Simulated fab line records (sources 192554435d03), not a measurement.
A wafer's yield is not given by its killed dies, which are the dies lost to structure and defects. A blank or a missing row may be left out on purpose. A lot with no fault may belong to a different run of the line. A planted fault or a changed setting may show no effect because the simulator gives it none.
Matching of chambers || flow n5Finfet || rieDiel-05 running N5_FIN_SAQP_HM_OPEN_33: 4 sister chambers
The step chemistry CH3F/O2, target SiNx, target depth 49.4 nm, time 70.6 s. 4 wafers are shown with their chamber, then 7 later ones without.

== WAFERS PAIRED WITH THEIR CHAMBERS ==
{"wafer": "L083.2", "chamber": 1, "drypumpMotorCurrentA (A)": 5.4}
{"wafer": "L083.4", "chamber": 2, "drypumpMotorCurrentA (A)": 5.8}
{"wafer": "L088.2", "chamber": 3, "drypumpMotorCurrentA (A)": 6.6}
{"wafer": "L088.5", "chamber": 0, "drypumpMotorCurrentA (A)": 6.3}

== WAFERS WHOSE CHAMBER IS MISSING ==
{"wafer": "L088.6", "drypumpMotorCurrentA (A)": 6.6}
{"wafer": "L094.1", "drypumpMotorCurrentA (A)": 6.7}
{"wafer": "L094.5", "drypumpMotorCurrentA (A)": 5.4}
{"wafer": "L094.6", "drypumpMotorCurrentA (A)": 6.3}
{"wafer": "L096.3", "drypumpMotorCurrentA (A)": 6.3}
{"wafer": "L096.4", "drypumpMotorCurrentA (A)": 5.8}
{"wafer": "L096.6", "drypumpMotorCurrentA (A)": 6.6}

== WHICH CHAMBER EACH WENT THROUGH ==
{"wafer": "L088.6", "from the rows above": 3, "in truth": 3}
{"wafer": "L094.1", "from the rows above": 3, "in truth": 3}
{"wafer": "L094.5", "from the rows above": 1, "in truth": 1}
{"wafer": "L094.6", "from the rows above": 0, "in truth": 0}
{"wafer": "L096.3", "from the rows above": 0, "in truth": 0}
{"wafer": "L096.4", "from the rows above": 2, "in truth": 2}
{"wafer": "L096.6", "from the rows above": 3, "in truth": 3}
Placed correctly: 7 of 7. Left unplaced by these rows: 0. Placed wrongly: 0.
How it was worked out, from the rows above alone: a wafer's distance from a chamber is the root of the sum, over the readings, of the square of ((its reading less the chamber's mean) divided by the reading's scatter). The wafer belongs to the nearest chamber; if the next one is less than 2 further off, it can't be placed. For every chamber, the mean is computed from those of its wafers that are shown. The scatter: root of mean squared gap, hidden wafer to nearest shown wafer, with one shown wafer a chamber.
